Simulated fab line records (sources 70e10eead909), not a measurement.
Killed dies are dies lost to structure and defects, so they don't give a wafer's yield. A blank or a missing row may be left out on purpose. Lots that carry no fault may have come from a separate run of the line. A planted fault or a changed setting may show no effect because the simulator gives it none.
fab line records	flow nand_harc
[record] lots = 12	wafers = 36	last_day = 33
route steps=1302 shown A_CHANNEL_HOLE_D2@593 A_CHANNEL_FILL_D2@613 END@1302
lots untouched by any fault: they come from a run of this same line in which no faults occurred
start_h: hours from the record's opening day to when the first of the lot's shown wafers began	wait_h: how many hours have passed since the lot's step before this one	" as in the row above	L1.1+2: several wafers, shown together as one row	- value missing, or start not given	* or withheld: withheld	< > ~ a bound
route shown NAME@n: a module of which the file shows steps, and the number in the route of the first	usual: average and standard deviation across the fault-free wafers	same: alike in all rows	chamber/n: place in a boat	sites: the reading at each site	_std_site: the values' standard deviation	_edge_site: the outer-site mean with the inner-site mean subtracted	radius_mm: for every site, how far away it sits from the centre of the wafer	mask NAME#n: copy n	behind: the last tool/chamber to shape the wafer	hold: why the lot was held/for how many hours/how that ended	device: transistor that didn't switch, given as n, p or np	end of line: the same wafers' tests at the end of the route	a step given without rows: its recipe and nothing more	killed: not the wafer's yield, but the dies lost to structure and defects at the first sort	map: a wafer's dies, marking killed ones x, the rest . and places with no die _
set.NAME: the setting as run; set.NAME@STEP: as run at that earlier step	model.NAME: the simulator's own value behind a step, which no gauge read
steps of the route over a sample of lots; a table a step, a row a wafer
services: when a tool's chamber went out of use (start_h, in hours from the record's first day, below 0 if earlier), for how many hours, and the reason
[[steps]]
[step NHARC_A_CHANNEL_HOLE_D2_ETCH_21]
[recipe] bias_v = 3000	source_w = withheld	pressure_mtorr = 20	time_s = 514.3	ar_flow_sccm = 375	c4f8_flow_sccm = 89.3	o2_flow_sccm = 35.7	temp_c = -20	target_depth_a = 16000	chemistry = C4F8/O2/Ar
[usual] drypump_motor_current_A = 6.02/0.28	showerhead_plenum_p_Torr = 3.72/0.097	throttle_valve_pct = 32.155/0.009
lot.wafer	tool	chamber	start_h	wait_h	drypump_motor_current_A	rf_hours_counter_h	showerhead_plenum_p_Torr	throttle_valve_pct
L215.2	har_etch-01	0	305.97	0.3	6.18	154	3.70	32.143
L215.1	"	1	"	"	6.17	154	3.70	32.151
L215.5	"	1	"	"	6.17	-	3.70	32.165
L216.1	har_etch-01	0	310.19	0.3	6.17	157	3.69	32.154
L216.3	"	1	"	"	6.20	-	3.69	32.155
L216.6	"	1	"	"	6.21	-	3.69	32.152
L217.1	har_etch-02	0	325.78	0.3	5.56	375	3.72	32.162
L217.2	"	1	"	"	6.17	375	3.60	32.163
L217.5	"	1	"	"	6.18	-	3.60	32.159
L220.2	har_etch-02	0	364.37	0.3	5.56	401	3.71	32.152
L220.4	"	0	"	"	5.55	-	3.71	32.170
L220.5	"	1	"	"	6.19	-	3.59	32.158
L226.2	har_etch-01	0	414.75	0.3	6.15	222	3.66	32.167
L226.4	"	1	"	"	6.23	-	3.66	32.142
L226.6	"	1	"	"	6.21	-	3.66	32.168
L227.1	har_etch-01	0	420.87	0.3	6.15	226	3.66	32.147
L227.2	"	1	"	"	6.20	226	3.66	32.176
L227.6	"	0	"	"	6.17	-	3.66	32.146
L231.2	har_etch-01	0	452.68	0.3	6.16	245	3.65	32.147
L231.3	"	1	"	"	6.22	-	3.65	32.155
L231.6	"	1	"	"	6.19	-	3.65	32.150
L228.3	har_etch-02	1	456.80	0.3	6.17	-	3.91	32.152
L228.6	"	0	"	"	5.53	-	3.68	32.149
L228.5	"	1	"	"	6.22	-	3.91	32.158
L232.1	har_etch-02	1	467.27	0.3	6.17	46	3.91	32.153
L232.3	"	0	"	"	5.56	-	3.68	32.155
L232.5	"	0	"	"	5.58	-	3.68	32.152
L236.4	har_etch-01	1	513.20	0.3	6.18	-	3.63	32.157
L236.5	"	0	"	"	6.14	-	3.63	32.172
L236.6	"	1	"	"	6.18	-	3.63	32.160
L235.1	har_etch-02	1	514.35	0.3	6.21	65	3.90	32.158
L235.4	"	1	"	"	6.20	-	3.90	32.151
L235.5	"	0	"	"	5.57	-	3.67	32.152
L237.1	har_etch-02	0	526.49	0.3	5.54	77	3.66	32.146
L237.4	"	0	"	"	5.54	-	3.66	32.156
L237.3	"	1	"	"	6.20	-	3.89	32.134
[step NHARC_A_CHANNEL_HOLE_D2_STRIP_28]
[recipe] o2_flow_sccm = 500	ar_flow_sccm = 0	bias_w = 0	chemistry = O2
[usual] bias_w = 0/0	chamber_pressure_mTorr = 60.00/0.053	drypump_motor_current_A = 5.8/0.51	oes_product_au = 1.000/0.013	rf_vpp_V = 57.9/0.89	showerhead_plenum_p_Torr = 3.56/0.14	throttle_valve_pct = 17.037/0.009
lot.wafer	tool	chamber	start_h	wait_h	bias_w	chamber_pressure_mTorr	drypump_motor_current_A	oes_product_au	rf_hours_counter_h	rf_vpp_V	showerhead_plenum_p_Torr	throttle_valve_pct
L215.2	rie_diel-11	0	310.35	-	0	60.01	6.7	0.989	3	56.8	3.64	17.027
L215.1	"	2	"	"	0	59.99	6.0	1.005	3	58.1	3.78	17.041
L215.5	"	1	"	"	0	59.93	6.1	1.005	-	58.8	3.41	17.041
L216.3	rie_diel-11	2	314.61	-	-	-	-	-	-	-	-	-
L216.1	"	3	"	"	-	-	-	-	-	-	-	-
L216.6	"	1	"	"	-	-	-	-	-	-	-	-
L217.2	rie_diel-11	1	330.17	-	-	-	-	-	-	-	-	-
L217.1	"	0	"	"	-	-	-	-	-	-	-	-
L217.5	"	1	"	"	-	-	-	-	-	-	-	-
L220.2	rie_diel-12	3	368.69	-	0	60.09	5.1	0.990	7	57.1	3.64	17.022
L220.4	"	0	"	"	0	59.98	6.0	0.996	6	57.1	3.44	17.027
L220.5	"	0	"	"	0	60.04	6.0	0.999	-	58.0	3.44	17.027
L226.2	rie_diel-11	3	419.14	-	0	59.99	5.2	0.998	8	59.5	3.74	17.021
L226.4	"	1	"	"	0	60.09	6.1	1.010	8	57.8	3.41	17.024
L226.6	"	3	"	"	0	60.08	5.1	1.003	-	56.8	3.74	17.043
L227.2	rie_diel-11	3	425.33	-	0	59.98	5.2	0.998	8	59.2	3.74	17.034
L227.1	"	1	"	"	0	60.07	6.1	1.018	8	58.2	3.41	17.047
L227.6	"	3	"	"	0	59.98	5.1	0.993	-	59.8	3.74	17.028
L231.3	rie_diel-11	2	457.04	-	0	60.08	6.0	1.009	1	59.5	3.78	17.045
L231.2	"	0	"	"	0	60.02	6.7	1.004	1	58.5	3.64	17.027
L231.6	"	1	"	"	0	59.92	6.1	0.996	-	58.2	3.41	17.047
L228.3	rie_diel-11	0	461.09	-	0	60.02	6.7	0.994	1	59.9	3.64	17.030
L228.6	"	2	"	"	0	59.97	6.0	1.010	-	60.4	3.78	17.048
L228.5	"	3	"	"	0	60.00	5.1	0.997	-	56.7	3.74	17.030
L232.3	rie_diel-11	0	471.59	-	0	59.87	6.7	1.010	1	57.9	3.64	17.056
L232.1	"	2	"	"	0	60.04	6.0	1.004	2	59.0	3.78	17.052
L232.5	"	0	"	"	0	60.17	6.7	1.006	-	58.8	3.64	17.025
L236.4	rie_diel-04	0	517.57	-	0	60.00	5.7	0.990	8	57.4	3.49	17.044
L236.5	"	1	"	"	0	60.01	6.1	0.980	-	58.2	3.67	17.033
L236.6	"	2	"	"	0	60.01	4.7	1.006	-	56.6	3.33	17.041
L235.4	rie_diel-11	1	518.73	-	0	59.91	6.1	1.006	3	58.0	3.41	17.037
L235.1	"	2	"	"	0	60.06	6.0	1.012	5	58.0	3.78	17.028
L235.5	"	1	"	"	0	59.90	6.1	1.001	-	57.1	3.41	17.031
L237.4	rie_diel-12	0	530.95	-	0	60.01	6.0	1.003	5	56.3	3.44	17.038
L237.3	"	1	"	"	0	60.03	5.8	1.003	5	56.8	3.43	17.037
L237.1	"	2	"	"	0	60.01	5.6	0.991	5	57.2	3.49	17.032
[step NHARC_A_CHANNEL_FILL_D2_ALD_03]
[recipe] target_thk_a = 60	pulse_time_s = 60	ald_cycles = 58	temp_c = 630	pressure_torr = 2	material = SiNx
[usual] precursor_pulse_height_rel = 1.000/0.021	susceptor_temp_C = 629.96/0.27
[same] ald_cycles = 58
lot.wafer	tool	chamber	start_h	wait_h	precursor_pulse_height_rel	susceptor_temp_C
L215.1	ald_sin_batch-01	0	-	-	0.991	629.71
L215.2	"	0	"	"	1.028	629.73
L215.5	"	0	"	"	1.029	629.72
L220.2	ald_sin_batch-01	0	-	-	1.003	629.13
L220.4	"	0	"	"	0.999	629.72
L220.5	"	0	"	"	1.006	629.77
L226.2	ald_sin_batch-02	0	-	-	1.002	630.43
L226.4	"	0	"	"	1.026	630.30
L226.6	"	0	"	"	1.005	630.43
L227.1	ald_sin_batch-02	0	-	-	1.027	629.85
L227.2	"	0	"	"	1.033	630.22
L227.6	"	0	"	"	0.994	630.08
L231.2	ald_sin_batch-02	0	-	-	0.995	630.09
L231.3	"	0	"	"	1.007	629.72
L231.6	"	0	"	"	1.007	629.73
L228.3	ald_sin_batch-02	0	-	-	0.984	630.41
L228.5	"	0	"	"	1.009	629.79
L228.6	"	0	"	"	0.988	630.11
L232.1	ald_sin_batch-01	0	-	-	1.004	629.71
L232.3	"	0	"	"	1.005	630.16
L232.5	"	0	"	"	1.008	630.10
L235.1	ald_sin_batch-03	0	-	-	1.034	629.86
L235.4	"	0	"	"	0.963	629.93
L235.5	"	0	"	"	1.021	630.35
L236.4	ald_sin_batch-03	0	-	-	1.007	629.61
L236.5	"	0	"	"	0.998	629.80
L236.6	"	0	"	"	0.991	629.70
L237.1	ald_sin_batch-03	0	-	-	1.020	630.22
L237.3	"	0	"	"	1.011	630.01
L237.4	"	0	"	"	1.010	630.33
[step NHARC_A_CHANNEL_FILL_D2_ALD_14]
[recipe] target_thk_a = 25	pulse_time_s = 10	ald_cycles = 25	temp_c = 300	material = SiO2
[usual] heater_power_w = 464/57	precursor_pulse_height_rel = 1.001/0.019	susceptor_temp_C = 300.00/0.18
[same] ald_cycles = 25
lot.wafer	tool	chamber	start_h	wait_h	heater_power_w	precursor_pulse_height_rel	susceptor_temp_C
L215.2	ald_hk-03	0	318.47	0.1	499	0.986	300.24
L215.1	"	2	"	"	376	0.959	300.07
L215.5	"	0	"	"	485	0.978	299.95
L220.4	ald_hk-04	0	376.71	0.1	413	1.013	299.87
L220.2	"	1	"	"	493	1.018	299.98
L220.5	"	3	"	"	381	0.993	300.22
L226.2	ald_hk-02	1	427.26	0.1	450	1.011	300.40
L226.4	"	2	"	"	514	0.999	300.25
L226.6	"	0	"	"	535	1.009	299.96
L227.2	ald_hk-02	1	433.45	0.1	446	1.009	299.90
L227.1	"	2	"	"	495	0.992	299.87
L227.6	"	3	"	"	496	1.014	300.06
L231.2	ald_hk-04	0	465.09	0.1	398	1.042	300.16
L231.3	"	2	"	"	413	1.011	299.74
L231.6	"	0	"	"	396	0.986	300.14
L228.3	ald_hk-04	2	469.40	0.1	393	0.993	-
L228.5	"	0	"	"	389	0.987	-
L228.6	"	1	"	"	528	1.027	-
L232.1	ald_hk-03	1	479.73	0.0	522	0.974	299.71
L232.3	"	3	"	"	450	1.006	300.14
L232.5	"	1	"	"	508	1.023	300.07
L236.4	ald_hk-03	3	525.56	0.0	473	1.023	299.71
L236.6	"	3	"	"	467	0.980	299.88
L236.5	"	0	"	"	519	1.018	300.00
L235.1	ald_hk-04	1	525.57	0.0	529	1.023	299.76
L235.4	"	2	"	"	417	0.998	300.28
L235.5	"	2	"	"	409	0.977	300.24
L237.4	ald_hk-04	3	539.07	0.1	395	1.019	299.63
L237.1	"	0	"	"	388	1.004	300.05
L237.3	"	1	"	"	532	0.968	300.24
[step NHARC_END_SORT_01]
[recipe] temp_c = 25
[usual] killed_at_array = 55/17	killed_at_other = 0.9/1.2	killed_at_periphery = 3.7/2.5	killed_dies = 59/18	killed_open = 3.4/1.9	killed_short = 2.6/1.6
[same] gross_dies = 677
lot.wafer	tool	chamber	start_h	wait_h	killed_at_array	killed_at_other	killed_at_periphery	killed_dies	killed_open	killed_short
L216.1	prober-01	0	572.71	2.6	667	2	8	677	6	4
L216.3	prober-01	0	574.31	3.1	668	1	8	677	1	1
L216.6	prober-01	0	576.70	4.0	673	0	4	677	3	3
L217.1	prober-01	0	631.66	2.5	669	2	6	677	4	0
L217.2	prober-01	0	632.45	2.8	667	4	6	677	3	0
L217.5	prober-01	0	634.83	3.7	670	4	3	677	0	2
L220.2	prober-01	0	648.10	2.8	78	0	4	82	6	2
L220.4	prober-01	0	649.71	3.4	73	1	3	77	3	2
L220.5	prober-01	0	650.52	3.7	84	0	2	86	3	6
// killed by level:class
L216.1 A_CHANNEL_HOLE_D2:area_strip=629 A_SLIT:chamber_film_flake=18 A_CHANNEL_HOLE_D2:chamber_film_flake=7 P_M0:geometric_particle:open=3 P_ZERO_WELL:chamber_film_flake=2 P_M0:chamber_film_flake=2 A_STAIRCASE:chamber_film_flake=2 A_WL_FILL:chamber_film_flake=2
L216.3 A_CHANNEL_HOLE_D2:area_strip=624 A_SLIT:chamber_film_flake=28 A_CHANNEL_HOLE_D2:chamber_film_flake=8 P_M0:chamber_film_flake=5 A_CONTACT:chamber_film_flake=3 P_ZERO_WELL:chamber_film_flake=2 A_WL_FILL:chamber_film_flake=2 P_M0:geometric_particle:open=1
L216.6 A_CHANNEL_HOLE_D2:area_strip=638 A_SLIT:chamber_film_flake=16 A_CHANNEL_HOLE_D1:chamber_film_flake=4 A_CHANNEL_HOLE_D2:chamber_film_flake=4 A_WL_FILL:chamber_film_flake=4 P_CONTACT:geometric_particle:open=2 A_WL_FILL:geometric_particle:short=2 A_CONTACT:chamber_film_flake=2
L217.1 A_CHANNEL_HOLE_D2:area_strip=608 A_CHANNEL_HOLE_D2:chamber_film_flake=31 A_SLIT:chamber_film_flake=17 A_STAIRCASE:chamber_film_flake=4 A_CHANNEL_HOLE_D1:chamber_film_flake=3 A_CONTACT:chamber_film_flake=3 P_M1:chamber_film_flake=2 THIN_TSV:chamber_film_flake=2
L217.2 A_CHANNEL_HOLE_D2:area_strip=610 A_CHANNEL_HOLE_D2:chamber_film_flake=25 A_SLIT:chamber_film_flake=23 A_STAIRCASE:chamber_film_flake=4 THIN_TSV:chamber_film_flake=4 P_M1:chamber_film_flake=2 P_CONTACT:geometric_particle:open=1 P_BONDPAD:geometric_particle:open=1
L217.5 A_CHANNEL_HOLE_D2:area_strip=614 A_CHANNEL_HOLE_D2:chamber_film_flake=24 A_SLIT:chamber_film_flake=22 THIN_TSV:chamber_film_flake=4 P_M1:chamber_film_flake=2 A_CHANNEL_HOLE_D1:chamber_film_flake=2 A_DECK1_JOINT:chamber_film_flake=2 A_STAIRCASE:chamber_film_flake=2
L220.2 A_CHANNEL_HOLE_D1:chamber_film_flake=25 A_CHANNEL_HOLE_D2:chamber_film_flake=23 A_SLIT:chamber_film_flake=20 A_SGD_CUT:chamber_film_flake=2 A_CONTACT:chamber_film_flake=2 P_STI:geometric_particle:open=1 P_GATE:geometric_particle:open=1 P_CONTACT:geometric_particle:short=1
L220.4 A_CHANNEL_HOLE_D1:chamber_film_flake=23 A_CHANNEL_HOLE_D2:chamber_film_flake=21 A_SLIT:chamber_film_flake=19 A_CONTACT:chamber_film_flake=5 P_CONTACT:geometric_particle:open=1 A_CHANNEL_FILL_D2:geometric_particle:short=1 A_STAIRCASE:geometric_particle:open=1 A_WL_FILL:geometric_particle:open=1
L220.5 A_CHANNEL_HOLE_D1:chamber_film_flake=26 A_SLIT:chamber_film_flake=23 A_CHANNEL_HOLE_D2:chamber_film_flake=17 A_CONTACT:chamber_film_flake=5 A_DECK1_JOINT:geometric_particle:short=2 P_M1:geometric_particle:short=1 A_SOURCE_PLATE:geometric_particle:open=1 A_CHANNEL_HOLE_D1:geometric_particle:open=1
[[services]]
tool	chamber	start_h	hours	kind
rie_diel-11	0	289.00	-	clean
rie_diel-11	1	289.00	-	clean
rie_diel-11	2	289.00	-	clean
rie_diel-11	3	289.00	-	clean
rie_diel-04	0	298.71	7.4	repair
rie_diel-11	0	313.50	-	clean
rie_diel-11	1	313.50	-	clean
rie_diel-11	2	313.50	-	clean
ald_hk-04	-	320.41	2.1	repair
rie_diel-04	1	339.61	9.7	repair
rie_diel-04	-	354.97	9.0	pm
rie_diel-12	1	373.98	2.8	repair
har_etch-02	-	377.00	17.0	pm
rie_diel-04	0	379.01	8.6	repair
rie_diel-11	-	432.50	9.0	pm
ald_hk-04	-	437.59	10.0	pm
rie_diel-12	-	445.40	9.0	pm
ald_hk-02	-	460.82	0.8	repair
rie_diel-11	-	463.34	0.4	repair
rie_diel-04	2	471.33	2.9	repair
rie_diel-12	1	505.49	7.7	repair
ald_sin_batch-01	-	506.00	26.0	pm
ald_hk-03	-	523.91	1.2	repair
rie_diel-04	-	531.97	9.0	pm
[[key]]
[first_sign] step = NHARC_A_CHANNEL_HOLE_D2_STRIP_28	reading = tool_record	direction = missing
[effect] step = NHARC_END_SORT_01	reading = killed_at_array	direction = up	sigmas = 36	usual = 55	struck = 669
[more_kills_born_at] NHARC_A_CHANNEL_HOLE_D2_STRIP_28@rie_diel-11 = 3723
met_at NHARC_A_CHANNEL_HOLE_D2_STRIP_28
struck_lots L216,L217
later_rows_left_out L216.1,L216.3,L216.6,L217.1,L217.2,L217.5
tester_left_out L216,L217
not_acting_at NHARC_A_CHANNEL_HOLE_D2_ETCH_21,NHARC_A_CHANNEL_FILL_D2_ALD_03,NHARC_A_CHANNEL_FILL_D2_ALD_14
onset_between 310.35 314.61
[fault] kind = skipped_step_whole	tool = rie_diel-11	chamber = -	onset_h = 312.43	steps = NHARC_A_CHANNEL_HOLE_D2_STRIP_28	scope = struck_lots_only
// tester_left_out: of these lots the tester's yield and bins aren't shown, on N5 and GAA mostly nor the transistor test; their killed dies are dies lost to structure and defects alone, not to doping, threshold or leakage, so they don't give the yield
// later_rows_left_out: the simulator's readings of these wafers behind a module that went badly wrong aren't trusted and aren't shown, but for the sort
